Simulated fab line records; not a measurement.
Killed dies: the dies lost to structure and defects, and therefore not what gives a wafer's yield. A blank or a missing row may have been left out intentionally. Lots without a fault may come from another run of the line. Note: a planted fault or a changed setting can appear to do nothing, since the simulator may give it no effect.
Chamber matching    flow n5Finfet    rieSi-06 running N5_PMOS_HMC_CHANNEL_EPI_FIN_RECESS_16: 4 sister chambers
The step chemistry HBr/Cl2, target Si, target depth 54 nm, time 18 s. 4 wafers are shown with their chamber, then 7 later ones without.

WAFERS WITH THEIR CHAMBER
wafer   chamber  throttleValvePct (%)
L701.5  3        35.48
L701.6  0        35.65
L711.2  1        35.56
L711.3  2        35.48

WAFERS WITH NO CHAMBER GIVEN
wafer   throttleValvePct (%)
L711.5  35.65
L713.1  35.55
L713.3  35.63
L713.4  35.46
L714.2  35.63
L714.3  35.48
L714.4  35.48

WHICH CHAMBER EACH WENT THROUGH
wafer   from the rows above      in truth
L711.5  0                        0
L713.1  1                        1
L713.3  0                        0
L713.4  can't be placed: 2 or 3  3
L714.2  0                        0
L714.3  can't be placed: 2 or 3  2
L714.4  can't be placed: 2 or 3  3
Correct placement for 4 of the 7. From these rows, 3 cannot be placed; in 3 the true chamber is one of the candidates. Wrongly placed: 0.
How it was worked out, from the rows above alone: a wafer's distance from a chamber is the root of the sum, over the readings, of the square of ((its reading less the chamber's mean) divided by the reading's scatter). The wafer belongs to the nearest chamber; if the next one is less than 2 further off, it can't be placed. Each chamber's mean is taken over the wafers shown for it. The scatter (one wafer shown for each chamber): square how far every hidden wafer sits from the nearest shown wafer, average those squares and take the square root.
